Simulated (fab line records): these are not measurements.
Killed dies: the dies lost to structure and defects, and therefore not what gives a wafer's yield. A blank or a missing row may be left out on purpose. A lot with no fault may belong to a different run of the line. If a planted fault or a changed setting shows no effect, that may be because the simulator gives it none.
What tool caused it? || flow nand-harc || 12 lots, 36 wafers sampled, at 5 steps of a route of 1302

WHAT THE GAUGES SHOWED, per wafer
NHARC_P_M1_CD_MEAS_09: the cd target is 130 nm. Usual: 130.0 nm for cd-nm, sd 0.66.
{"lot": "L193", "measured": "day 6 08:17", "on": "cd-sem-03", "cd-nm (nm)": "129.6 129.8 128.9", "flag": ""}
{"lot": "L197", "measured": "day 7 20:59", "on": "cd-sem-01", "cd-nm (nm)": "129.9 128.9 130.0", "flag": ""}
{"lot": "L198", "measured": "day 8 02:08", "on": "cd-sem-02", "cd-nm (nm)": "129.2 130.1 129.0", "flag": ""}
{"lot": "L200", "measured": "day 9 04:47", "on": "cd-sem-02", "cd-nm (nm)": "131.2 130.8 129.8", "flag": ""}
{"lot": "L201", "measured": "day 9 17:20", "on": "cd-sem-02", "cd-nm (nm)": "130.4 130.4 130.8", "flag": ""}
{"lot": "L202", "measured": "day 9 22:58", "on": "cd-sem-02", "cd-nm (nm)": "129.2 128.9 129.2", "flag": ""}
{"lot": "L203", "measured": "day 10 11:43", "on": "cd-sem-02", "cd-nm (nm)": "129.6 129.0 128.5", "flag": ""}
{"lot": "L204", "measured": "day 11 04:56", "on": "cd-sem-03", "cd-nm (nm)": "128.5 130.2 129.7", "flag": ""}
{"lot": "L205", "measured": "day 11 07:52", "on": "cd-sem-03", "cd-nm (nm)": "130.2 130.6 129.7", "flag": ""}
{"lot": "L212", "measured": "day 14 04:59", "on": "cd-sem-01", "cd-nm (nm)": "129.6 129.7 129.5", "flag": ""}
{"lot": "L213", "measured": "day 14 22:22", "on": "cd-sem-01", "cd-nm (nm)": "129.9 131.5 130.7", "flag": ""}
{"lot": "L216", "measured": "day 15 20:02", "on": "cd-sem-02", "cd-nm (nm)": "130.5 129.9 130.1", "flag": ""}

NHARC_END_SORT_01. Usual: defect-limited-yield 90.9 % (standard deviation 2.8); killed-at-array 56 (standard deviation 19); killed-at-other 1.0 (standard deviation 1.3); killed-at-periphery 3.8 (standard deviation 2.2); killed-dies 61 (standard deviation 19); killed-open 3.1 (standard deviation 1.9); killed-short 2.3 (standard deviation 1.5).
{"lot": "L193", "measured": "day 24 20:38", "on": "prober-02", "defect-limited-yield (%)": "92.5 93.1 92.9", "killed-at-array": "49 40 44", "killed-at-other": "0 1 0", "killed-at-periphery": "2 6 4", "killed-dies": "51 47 48", "killed-open": "2 5 2", "killed-short": "4 4 1", "flag": ""}
{"lot": "L197", "measured": "day 25 18:56", "on": "prober-02", "defect-limited-yield (%)": "86.7 88.8 88.2", "killed-at-array": "88 73 74", "killed-at-other": "0 3 0", "killed-at-periphery": "2 0 6", "killed-dies": "90 76 80", "killed-open": "3 2 5", "killed-short": "4 5 2", "flag": ""}
{"lot": "L198", "measured": "day 26 00:35", "on": "prober-01", "defect-limited-yield (%)": "93.1 91.4 92.9", "killed-at-array": "43 49 45", "killed-at-other": "0 4 0", "killed-at-periphery": "4 5 3", "killed-dies": "47 58 48", "killed-open": "3 3 1", "killed-short": "1 3 2", "flag": ""}
{"lot": "L200", "measured": "day 27 10:25", "on": "prober-02", "defect-limited-yield (%)": "88.0 87.4 87.1", "killed-at-array": "76 79 79", "killed-at-other": "0 0 1", "killed-at-periphery": "5 6 7", "killed-dies": "81 85 87", "killed-open": "2 0 2", "killed-short": "2 4 2", "flag": ""}
{"lot": "L201", "measured": "day 27 15:47", "on": "prober-01", "defect-limited-yield (%)": "90.0 90.3 91.3", "killed-at-array": "54 59 48", "killed-at-other": "3 1 3", "killed-at-periphery": "11 6 8", "killed-dies": "68 66 59", "killed-open": "6 3 2", "killed-short": "2 2 2", "flag": ""}
{"lot": "L202", "measured": "day 28 00:18", "on": "prober-02", "defect-limited-yield (%)": "90.8 90.8 90.1", "killed-at-array": "59 56 64", "killed-at-other": "0 0 0", "killed-at-periphery": "3 6 3", "killed-dies": "62 62 67", "killed-open": "1 1 1", "killed-short": "0 1 2", "flag": ""}
{"lot": "L203", "measured": "day 28 01:10", "on": "prober-01", "defect-limited-yield (%)": "90.4 88.9 91.6", "killed-at-array": "58 67 52", "killed-at-other": "2 2 2", "killed-at-periphery": "5 6 3", "killed-dies": "65 75 57", "killed-open": "3 3 2", "killed-short": "2 1 2", "flag": ""}
{"lot": "L204", "measured": "day 29 05:44", "on": "prober-02", "defect-limited-yield (%)": "88.9 91.1 88.3", "killed-at-array": "71 60 75", "killed-at-other": "0 0 2", "killed-at-periphery": "4 0 2", "killed-dies": "75 60 79", "killed-open": "2 2 2", "killed-short": "3 2 2", "flag": ""}
{"lot": "L205", "measured": "day 29 09:46", "on": "prober-01", "defect-limited-yield (%)": "95.9 95.9 97.2", "killed-at-array": "24 23 15", "killed-at-other": "1 1 0", "killed-at-periphery": "3 4 4", "killed-dies": "28 28 19", "killed-open": "2 2 4", "killed-short": "3 2 2", "flag": ""}
{"lot": "L212", "measured": "day 32 05:02", "on": "prober-01", "defect-limited-yield (%)": "86.3 84.9 88.5", "killed-at-array": "88 96 75", "killed-at-other": "0 2 0", "killed-at-periphery": "5 4 3", "killed-dies": "93 102 78", "killed-open": "4 2 2", "killed-short": "1 1 1", "flag": ""}
{"lot": "L213", "measured": "day 32 09:05", "on": "prober-02", "defect-limited-yield (%)": "94.2 93.6 93.5", "killed-at-array": "32 37 37", "killed-at-other": "0 2 3", "killed-at-periphery": "7 4 4", "killed-dies": "39 43 44", "killed-open": "2 4 6", "killed-short": "2 4 4", "flag": ""}
{"lot": "L216", "measured": "day 34 11:44", "on": "prober-02", "defect-limited-yield (%)": "89.4 88.6 87.0", "killed-at-array": "70 73 84", "killed-at-other": "0 1 3", "killed-at-periphery": "2 3 1", "killed-dies": "72 77 88", "killed-open": "1 3 5", "killed-short": "0 5 3", "flag": ""}

WHICH TOOL RAN EACH LOT (tool, then ch and the chambers of the sampled wafers, then the start)
{"lot": "L193", "NHARC_P_M1_DESCUM_14": "rie-diel-12 ch 0,1,3, day 6 08:28", "NHARC_P_M1_ETCH_35": "rie-diel-12 ch 0,3, day 6 08:34", "NHARC_P_M1_PRE_CLEAN_30": "pvd-sputter-02, day 24 20:38 or earlier"}
{"lot": "L197", "NHARC_P_M1_DESCUM_14": "rie-diel-10 ch 0,1, day 7 21:10", "NHARC_P_M1_ETCH_35": "rie-diel-10 ch 2,3, day 7 21:14", "NHARC_P_M1_PRE_CLEAN_30": "pvd-sputter-02, day 25 18:56 or earlier"}
{"lot": "L198", "NHARC_P_M1_DESCUM_14": "rie-diel-09 ch 0,1,2, day 8 02:20", "NHARC_P_M1_ETCH_35": "rie-diel-09 ch 0,1, day 8 02:25", "NHARC_P_M1_PRE_CLEAN_30": "pvd-sputter-01, day 26 00:35 or earlier"}
{"lot": "L200", "NHARC_P_M1_DESCUM_14": "rie-diel-12 ch 1,2,3, day 9 04:58", "NHARC_P_M1_ETCH_35": "rie-diel-12 ch 1,2,3, day 9 05:03", "NHARC_P_M1_PRE_CLEAN_30": "pvd-sputter-01, day 27 10:25 or earlier"}
{"lot": "L201", "NHARC_P_M1_DESCUM_14": "rie-diel-12 ch 0,3, day 9 17:31", "NHARC_P_M1_ETCH_35": "rie-diel-12 ch 2,3, day 9 17:36", "NHARC_P_M1_PRE_CLEAN_30": "pvd-sputter-03, day 27 15:47 or earlier"}
{"lot": "L202", "NHARC_P_M1_DESCUM_14": "rie-diel-10 ch 0,2,3, day 9 23:10", "NHARC_P_M1_ETCH_35": "rie-diel-10 ch 1,2,3, day 9 23:15", "NHARC_P_M1_PRE_CLEAN_30": "pvd-sputter-03, day 28 00:18 or earlier"}
{"lot": "L203", "NHARC_P_M1_DESCUM_14": "rie-diel-09 ch 0,3, day 10 11:54", "NHARC_P_M1_ETCH_35": "rie-diel-09 ch 1,2,3, day 10 11:59", "NHARC_P_M1_PRE_CLEAN_30": "pvd-sputter-03, day 28 01:10 or earlier"}
{"lot": "L204", "NHARC_P_M1_DESCUM_14": "rie-diel-09 ch 0,1,3, day 11 05:09", "NHARC_P_M1_ETCH_35": "rie-diel-09 ch 0,1,3, day 11 05:13", "NHARC_P_M1_PRE_CLEAN_30": "pvd-sputter-02, day 29 05:44 or earlier"}
{"lot": "L205", "NHARC_P_M1_DESCUM_14": "rie-diel-09 ch 0,1,3, day 11 08:04", "NHARC_P_M1_ETCH_35": "rie-diel-09 ch 0,1,3, day 11 08:09", "NHARC_P_M1_PRE_CLEAN_30": "pvd-sputter-01, day 29 09:46 or earlier"}
{"lot": "L212", "NHARC_P_M1_DESCUM_14": "rie-diel-09 ch 0,1,2, day 14 05:10", "NHARC_P_M1_ETCH_35": "rie-diel-09 ch 0,2,3, day 14 05:14", "NHARC_P_M1_PRE_CLEAN_30": "pvd-sputter-01, day 32 05:02 or earlier"}
{"lot": "L213", "NHARC_P_M1_DESCUM_14": "rie-diel-09 ch 1,2, day 14 22:33", "NHARC_P_M1_ETCH_35": "rie-diel-09 ch 0,1,2, day 14 22:39", "NHARC_P_M1_PRE_CLEAN_30": "pvd-sputter-02, day 32 09:05 or earlier"}
{"lot": "L216", "NHARC_P_M1_DESCUM_14": "rie-diel-10 ch 1,2, day 15 20:14", "NHARC_P_M1_ETCH_35": "rie-diel-10 ch 2,3, day 15 20:20", "NHARC_P_M1_PRE_CLEAN_30": "pvd-sputter-02, day 34 11:44 or earlier"}
- NHARC_P_M1_DESCUM_14: chemistry O2, time 3 s.
- NHARC_P_M1_ETCH_35: etches the open film in N2/H2, target depth 40 nm, overetch 12 nm, time 43.94 s.
- NHARC_P_M1_PRE_CLEAN_30: time 30 s.

AS READ BY THE TOOLS THEMSELVES (means over the sampled wafers that have a number; for cases with no such wafer, the mark the record gives instead)
NHARC_P_M1_DESCUM_14. Usual: drypump-motor-current-A 5.5 A, standard deviation 0.35; oes-product-au 0.999 a.u., standard deviation 0.0091; rf-vpp-V 57.6 V, standard deviation 0.91; showerhead-plenum-p-Torr 1.89 Torr, standard deviation 0.084; throttle-valve-pct 11.312 %, standard deviation 0.0091.
{"lot": "L193", "tool": "rie-diel-12", "drypump-motor-current-A (A)": 6.1, "oes-product-au (a.u.)": 0.999, "rf-vpp-V (V)": 57.7, "showerhead-plenum-p-Torr (Torr)": 1.94, "throttle-valve-pct (%)": 11.308, "flag": ""}
{"lot": "L197", "tool": "rie-diel-10", "drypump-motor-current-A (A)": 5.5, "oes-product-au (a.u.)": 0.995, "rf-vpp-V (V)": 57.4, "showerhead-plenum-p-Torr (Torr)": 1.93, "throttle-valve-pct (%)": 11.310, "flag": ""}
{"lot": "L198", "tool": "rie-diel-09", "drypump-motor-current-A (A)": 5.5, "oes-product-au (a.u.)": 1.002, "rf-vpp-V (V)": 58.1, "showerhead-plenum-p-Torr (Torr)": 1.89, "throttle-valve-pct (%)": 11.312, "flag": ""}
{"lot": "L200", "tool": "rie-diel-12", "drypump-motor-current-A (A)": 6.0, "oes-product-au (a.u.)": 1.008, "rf-vpp-V (V)": 58.7, "showerhead-plenum-p-Torr (Torr)": 1.95, "throttle-valve-pct (%)": 11.313, "flag": ""}
{"lot": "L201", "tool": "rie-diel-12", "drypump-motor-current-A (A)": 5.9, "oes-product-au (a.u.)": 1.007, "rf-vpp-V (V)": 57.7, "showerhead-plenum-p-Torr (Torr)": 1.94, "throttle-valve-pct (%)": 11.317, "flag": ""}
{"lot": "L202", "tool": "rie-diel-10", "drypump-motor-current-A (A)": 5.7, "oes-product-au (a.u.)": 0.996, "rf-vpp-V (V)": 57.2, "showerhead-plenum-p-Torr (Torr)": 1.87, "throttle-valve-pct (%)": 11.313, "flag": ""}
{"lot": "L203", "tool": "rie-diel-09", "drypump-motor-current-A (A)": 5.1, "oes-product-au (a.u.)": 0.988, "rf-vpp-V (V)": 57.5, "showerhead-plenum-p-Torr (Torr)": 1.84, "throttle-valve-pct (%)": 11.316, "flag": ""}
{"lot": "L204", "tool": "rie-diel-09", "drypump-motor-current-A (A)": 5.2, "oes-product-au (a.u.)": 0.994, "rf-vpp-V (V)": 57.8, "showerhead-plenum-p-Torr (Torr)": 1.87, "throttle-valve-pct (%)": 11.304, "flag": ""}
{"lot": "L205", "tool": "rie-diel-09", "drypump-motor-current-A (A)": 5.3, "oes-product-au (a.u.)": 0.997, "rf-vpp-V (V)": 57.5, "showerhead-plenum-p-Torr (Torr)": 1.87, "throttle-valve-pct (%)": 11.318, "flag": ""}
{"lot": "L212", "tool": "rie-diel-09", "drypump-motor-current-A (A)": 5.5, "oes-product-au (a.u.)": 1.001, "rf-vpp-V (V)": 57.7, "showerhead-plenum-p-Torr (Torr)": 1.89, "throttle-valve-pct (%)": 11.309, "flag": ""}
{"lot": "L213", "tool": "rie-diel-09", "drypump-motor-current-A (A)": 5.6, "oes-product-au (a.u.)": 1.005, "rf-vpp-V (V)": 58.9, "showerhead-plenum-p-Torr (Torr)": 1.94, "throttle-valve-pct (%)": 11.321, "flag": ""}
{"lot": "L216", "tool": "rie-diel-10", "drypump-motor-current-A (A)": 5.6, "oes-product-au (a.u.)": 0.996, "rf-vpp-V (V)": 58.2, "showerhead-plenum-p-Torr (Torr)": 1.98, "throttle-valve-pct (%)": 11.315, "flag": ""}

NHARC_P_M1_ETCH_35. Usual: bias-w 150.1 W, standard deviation 0.46; drypump-motor-current-A 5.5 A, standard deviation 0.34; n2-flow-sccm 150.0 sccm, standard deviation 0.45; oes-product-au 0.998 a.u., standard deviation 0.0097; rf-fwd-power-W 395.5 W, standard deviation 2; rf-vpp-V 430.1 V, standard deviation 2.6; showerhead-plenum-p-Torr 2.02 Torr, standard deviation 0.092; throttle-valve-pct 14.171 %, standard deviation 0.0093.
{"lot": "L193", "tool": "rie-diel-12", "bias-w (W)": 150.2, "drypump-motor-current-A (A)": 5.8, "n2-flow-sccm (sccm)": 149.9, "oes-product-au (a.u.)": 0.999, "rf-fwd-power-W (W)": 395.0, "rf-vpp-V (V)": 428.8, "showerhead-plenum-p-Torr (Torr)": 1.99, "throttle-valve-pct (%)": 14.174, "flag": ""}
{"lot": "L197", "tool": "rie-diel-10", "bias-w (W)": 150.4, "drypump-motor-current-A (A)": 5.7, "n2-flow-sccm (sccm)": 149.8, "oes-product-au (a.u.)": 1.000, "rf-fwd-power-W (W)": 395.6, "rf-vpp-V (V)": 430.1, "showerhead-plenum-p-Torr (Torr)": 2.02, "throttle-valve-pct (%)": 14.166, "flag": ""}
{"lot": "L198", "tool": "rie-diel-09", "bias-w (W)": 149.6, "drypump-motor-current-A (A)": 5.4, "n2-flow-sccm (sccm)": 150.1, "oes-product-au (a.u.)": 0.999, "rf-fwd-power-W (W)": 394.5, "rf-vpp-V (V)": 429.6, "showerhead-plenum-p-Torr (Torr)": 2.02, "throttle-valve-pct (%)": 14.173, "flag": ""}
{"lot": "L200", "tool": "rie-diel-12", "bias-w (W)": 150.2, "drypump-motor-current-A (A)": 6.0, "n2-flow-sccm (sccm)": 149.9, "oes-product-au (a.u.)": 1.015, "rf-fwd-power-W (W)": 395.7, "rf-vpp-V (V)": 431.0, "showerhead-plenum-p-Torr (Torr)": 2.08, "throttle-valve-pct (%)": 14.169, "flag": ""}
{"lot": "L201", "tool": "rie-diel-12", "bias-w (W)": 149.9, "drypump-motor-current-A (A)": 5.5, "n2-flow-sccm (sccm)": 150.0, "oes-product-au (a.u.)": 1.007, "rf-fwd-power-W (W)": 394.2, "rf-vpp-V (V)": 430.0, "showerhead-plenum-p-Torr (Torr)": 2.03, "throttle-valve-pct (%)": 14.164, "flag": ""}
{"lot": "L202", "tool": "rie-diel-10", "bias-w (W)": 150.1, "drypump-motor-current-A (A)": 5.6, "n2-flow-sccm (sccm)": 150.6, "oes-product-au (a.u.)": 1.003, "rf-fwd-power-W (W)": 394.0, "rf-vpp-V (V)": 430.7, "showerhead-plenum-p-Torr (Torr)": 2.05, "throttle-valve-pct (%)": 14.169, "flag": ""}
{"lot": "L203", "tool": "rie-diel-09", "bias-w (W)": 149.9, "drypump-motor-current-A (A)": 5.5, "n2-flow-sccm (sccm)": 149.6, "oes-product-au (a.u.)": 0.991, "rf-fwd-power-W (W)": 394.7, "rf-vpp-V (V)": 430.0, "showerhead-plenum-p-Torr (Torr)": 2.04, "throttle-valve-pct (%)": 14.173, "flag": ""}
{"lot": "L204", "tool": "rie-diel-09", "bias-w (W)": 150.2, "drypump-motor-current-A (A)": 5.2, "n2-flow-sccm (sccm)": 149.9, "oes-product-au (a.u.)": 0.997, "rf-fwd-power-W (W)": 396.1, "rf-vpp-V (V)": 429.4, "showerhead-plenum-p-Torr (Torr)": 1.99, "throttle-valve-pct (%)": 14.177, "flag": ""}
{"lot": "L205", "tool": "rie-diel-09", "bias-w (W)": 150.5, "drypump-motor-current-A (A)": 5.2, "n2-flow-sccm (sccm)": 149.6, "oes-product-au (a.u.)": 1.004, "rf-fwd-power-W (W)": 394.7, "rf-vpp-V (V)": 429.7, "showerhead-plenum-p-Torr (Torr)": 1.99, "throttle-valve-pct (%)": 14.174, "flag": ""}
{"lot": "L212", "tool": "rie-diel-09", "bias-w (W)": 150.0, "drypump-motor-current-A (A)": 5.4, "n2-flow-sccm (sccm)": 149.9, "oes-product-au (a.u.)": 0.952, "rf-fwd-power-W (W)": 396.8, "rf-vpp-V (V)": 428.2, "showerhead-plenum-p-Torr (Torr)": 1.97, "throttle-valve-pct (%)": 14.179, "flag": "OFF"}
{"lot": "L213", "tool": "rie-diel-09", "bias-w (W)": 150.1, "drypump-motor-current-A (A)": 5.6, "n2-flow-sccm (sccm)": 149.9, "oes-product-au (a.u.)": 0.950, "rf-fwd-power-W (W)": 397.0, "rf-vpp-V (V)": 430.5, "showerhead-plenum-p-Torr (Torr)": 2.01, "throttle-valve-pct (%)": 14.170, "flag": "OFF"}
{"lot": "L216", "tool": "rie-diel-10", "bias-w (W)": 149.8, "drypump-motor-current-A (A)": 5.7, "n2-flow-sccm (sccm)": 149.8, "oes-product-au (a.u.)": 1.004, "rf-fwd-power-W (W)": 395.5, "rf-vpp-V (V)": 428.4, "showerhead-plenum-p-Torr (Torr)": 1.95, "throttle-valve-pct (%)": 14.178, "flag": ""}

NHARC_P_M1_PRE_CLEAN_30. Usual: 413 W for heater-power-w, sd 41.
{"lot": "L193", "tool": "pvd-sputter-02", "heater-power-w (W)": 391, "flag": ""}
{"lot": "L197", "tool": "pvd-sputter-02", "heater-power-w (W)": 376, "flag": ""}
{"lot": "L198", "tool": "pvd-sputter-01", "heater-power-w (W)": 412, "flag": ""}
{"lot": "L200", "tool": "pvd-sputter-01", "heater-power-w (W)": 448, "flag": ""}
{"lot": "L201", "tool": "pvd-sputter-03", "heater-power-w (W)": 447, "flag": ""}
{"lot": "L202", "tool": "pvd-sputter-03", "heater-power-w (W)": 432, "flag": ""}
{"lot": "L203", "tool": "pvd-sputter-03", "heater-power-w (W)": 400, "flag": ""}
{"lot": "L204", "tool": "pvd-sputter-02", "heater-power-w (W)": 420, "flag": ""}
{"lot": "L205", "tool": "pvd-sputter-01", "heater-power-w (W)": 419, "flag": ""}
{"lot": "L212", "tool": "pvd-sputter-01", "heater-power-w (W)": 435, "flag": ""}
{"lot": "L213", "tool": "pvd-sputter-02", "heater-power-w (W)": 381, "flag": ""}
{"lot": "L216", "tool": "pvd-sputter-02", "heater-power-w (W)": 402, "flag": ""}

THE ANSWER, worked out from the rows above alone
Rule: a lot counts as off when the mean over its wafers that have a number is more than 3 standard deviations away from the usual mean. A lot without any number at a reading at which 4 lots or more have one is off too. All remaining lots with rows at the step are treated as sound. Order of review: gauges by route order, followed by the tools' own readings, for which a lot's mean as printed above is used. The first step at which some lot is off is used, and at that step the reading that is off furthest; a lot without a number counts as furthest.
Off: L212, L213, at NHARC_P_M1_ETCH_35 (oes-product-au).
If a tool, at that step or one of the process steps before it, ran each lot that is off and ran no sound lot following the first of them, it fits. One candidate fits, namely rie-diel-09 at NHARC_P_M1_DESCUM_14 and NHARC_P_M1_ETCH_35. At NHARC_P_M1_DESCUM_14 its last sound lot is L205 (day 11 08:04), its first lot that is off L212 (day 14 05:10): a fault that began between those two fits.

WHAT THE SIMULATOR PUT IN
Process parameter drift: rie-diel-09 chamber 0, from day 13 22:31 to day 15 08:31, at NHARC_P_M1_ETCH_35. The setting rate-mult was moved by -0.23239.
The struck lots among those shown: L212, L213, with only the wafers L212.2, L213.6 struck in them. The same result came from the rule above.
